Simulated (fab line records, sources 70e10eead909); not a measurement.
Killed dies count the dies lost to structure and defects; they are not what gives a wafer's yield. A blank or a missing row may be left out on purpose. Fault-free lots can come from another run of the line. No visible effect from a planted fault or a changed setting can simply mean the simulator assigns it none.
Struck lot and sound lot, side by side    flow nand_harc    41 out of 1159 route steps
Sound: the wafers L279.2, L279.4, L279.6. Struck: wafer L291.1. At the end, the cause is stated.
Each step with rows lists, per side, the tool, then ch with its chambers, then its first start. Under that, the readings that differ: sound wafers    struck wafers    difference of the means    sigmas: that difference in standard deviations of wafers without a fault.
alike: readings whose means differ by less than 2 such deviations, and words and numbers that are the same on both sides. not compared: withheld readings, readings that some wafer has no value for, bounds like >300 that may hide the same value, and numbers for which the record gives no deviation and whose values overlap.
The two part at a step that has a row with sigmas, a row that says differs or no value, or rows on one side only. Non-overlapping numbers with no deviation appear without sigmas and do not part them. A reading that every wafer of one side lacks parts them only if that side has two wafers or more.

first, 11 steps without rows for these wafers: NHARC_A_STAIRCASE_COAT_160; NHARC_A_STAIRCASE_SOFTBAKE_161 (time 170 s); NHARC_A_STAIRCASE_EBR_162; NHARC_A_STAIRCASE_EXPOSE_163 (exposes mask STAIR OPEN); NHARC_A_STAIRCASE_PEB_164 (peb time 130 s); NHARC_A_STAIRCASE_DEVELOP_165 (time 140 s); NHARC_A_STAIRCASE_HARDBAKE_167 (time 140 s); NHARC_A_STAIRCASE_DESCUM_168 (chemistry O2, time 3 s); NHARC_A_STAIRCASE_ETCH_169 (etches the open film in CH3F/O2, target depth 50 nm, time 107.1 s); NHARC_A_STAIRCASE_ETCH_170 (etches the open film in C4F6/O2, target depth 200 nm, time 66.667 s); NHARC_A_STAIRCASE_STRIP_171 (strips in O2).
NHARC_A_STAIRCASE_STRIP_172: strips in SPM, time 900 s.
  sound on wet_bench-04 ch 0,5,7, day 11 05:40; struck on wet_bench-07 ch 5, day 14 03:46
then, 16 steps without rows for these wafers: NHARC_A_STAIRCASE_PRECLEAN_173 (cleans in SC1); NHARC_A_STAIRCASE_SRD_174; NHARC_A_STAIRCASE_DEHYDRATE_01 (time 120 s); NHARC_A_STAIRCASE_HMDS_02 (time 30 s); NHARC_A_STAIRCASE_COAT_03; NHARC_A_STAIRCASE_SOFTBAKE_04 (time 170 s); NHARC_A_STAIRCASE_EBR_05; NHARC_A_STAIRCASE_EXPOSE_06 (exposes mask STAIR); NHARC_A_STAIRCASE_PEB_07 (peb time 130 s); NHARC_A_STAIRCASE_DEVELOP_08 (time 140 s); NHARC_A_STAIRCASE_HARDBAKE_10 (time 140 s); NHARC_A_STAIRCASE_DESCUM_11 (chemistry O2, time 3 s); NHARC_A_STAIRCASE_TRIM_12 (chemistry O2, time 211.2 s); NHARC_A_STAIRCASE_ETCH_13 (etches the open film in C4F8/O2, target depth 100 nm, time 40.5 s); NHARC_A_STAIRCASE_TRIM_14 (chemistry O2, time 211.2 s); NHARC_A_STAIRCASE_ETCH_15 (etches the open film in C4F8/O2, target depth 100 nm, time 40.5 s).
NHARC_A_STAIRCASE_TRIM_16: chemistry O2, time 211.2 s.
  sound on rie_diel-09 ch 2,3; struck on rie_diel-03 ch 2, day 14 07:37
  alike: drypump_motor_current_A, oes_product_au, rf_vpp_V, showerhead_plenum_p_Torr, throttle_valve_pct
  not compared: rf_hours_counter_h
then, 1 step without rows for these wafers: NHARC_A_STAIRCASE_ETCH_17 (etches the open film in C4F8/O2, target depth 100 nm, time 40.5 s).
NHARC_A_STAIRCASE_TRIM_18: chemistry O2, time 211.2 s.
  sound on rie_diel-09 ch 0,1; struck on rie_diel-03 ch 2, day 14 09:35
  alike: drypump_motor_current_A, oes_product_au, rf_vpp_V, showerhead_plenum_p_Torr, throttle_valve_pct
  not compared: rf_hours_counter_h
NHARC_A_STAIRCASE_ETCH_19: etches the open film in C4F8/O2, target depth 100 nm, time 40.5 s.
  sound on rie_diel-09 ch 0,1; struck on rie_diel-03 ch 2, day 14 10:50
reading                sound              struck  difference  sigmas
oes_product_au (a.u.)  0.962 0.937 0.970  0.923   -0.033      -2
  alike: rf_vpp_V
  not compared: rf_hours_counter_h
then, 1 step without rows for these wafers: NHARC_A_STAIRCASE_TRIM_20 (chemistry O2, time 211.2 s).
NHARC_A_STAIRCASE_ETCH_21: etches the open film in C4F8/O2, target depth 100 nm, time 40.5 s.
  sound on rie_diel-09 ch 1,2,3; struck on rie_diel-03 ch 2, day 14 12:07
  alike: oes_product_au, rf_vpp_V
  not compared: rf_hours_counter_h
NHARC_A_STAIRCASE_TRIM_22: chemistry O2, time 211.2 s.
  sound on rie_diel-09 ch 0,2; struck on rie_diel-03 ch 2, day 14 12:16
  alike: drypump_motor_current_A, oes_product_au, rf_vpp_V, showerhead_plenum_p_Torr, throttle_valve_pct
  not compared: rf_hours_counter_h
then, 4 steps without rows for these wafers: NHARC_A_STAIRCASE_ETCH_23 (etches the open film in C4F8/O2, target depth 100 nm, time 40.5 s); NHARC_A_STAIRCASE_TRIM_24 (chemistry O2, time 211.2 s); NHARC_A_STAIRCASE_ETCH_25 (etches the open film in C4F8/O2, target depth 100 nm, time 40.5 s); NHARC_A_STAIRCASE_TRIM_26 (chemistry O2, time 211.2 s).
-- record jumps: 3 days separate the struck wafers' starts on either side; left off in module A_STAIRCASE, taken up again in module A_SGD_CUT, whose first shown step is the route's number 747 --
NHARC_A_SGD_CUT_DEP_00: deposits SiNx, target thk 50 nm.
  sound on pecvd-03 ch 1,2, day 14 00:52; struck on pecvd-03 ch 1, day 17 10:25
reading  sound  struck                    difference                    sigmas
hold     - - -  await_dispo/3.3h/release  no value on the sound wafers  
  alike: heater_power_w
-- break in the record here, with 6 days between the starts of the struck wafers on either side (left off in module A_SGD_CUT, picked up again in module END, where the first step shown is number 1159 on the route) --
NHARC_END_SORT_01:
  only the struck wafers appear in the record here, on prober-01 ch 0 at day 23 01:01; the sound ones have no rows

== WHERE THEY PART ==
Last at NHARC_END_SORT_01 as far as this record goes, first at NHARC_A_STAIRCASE_ETCH_19.

WHY: what had been put in by the simulator
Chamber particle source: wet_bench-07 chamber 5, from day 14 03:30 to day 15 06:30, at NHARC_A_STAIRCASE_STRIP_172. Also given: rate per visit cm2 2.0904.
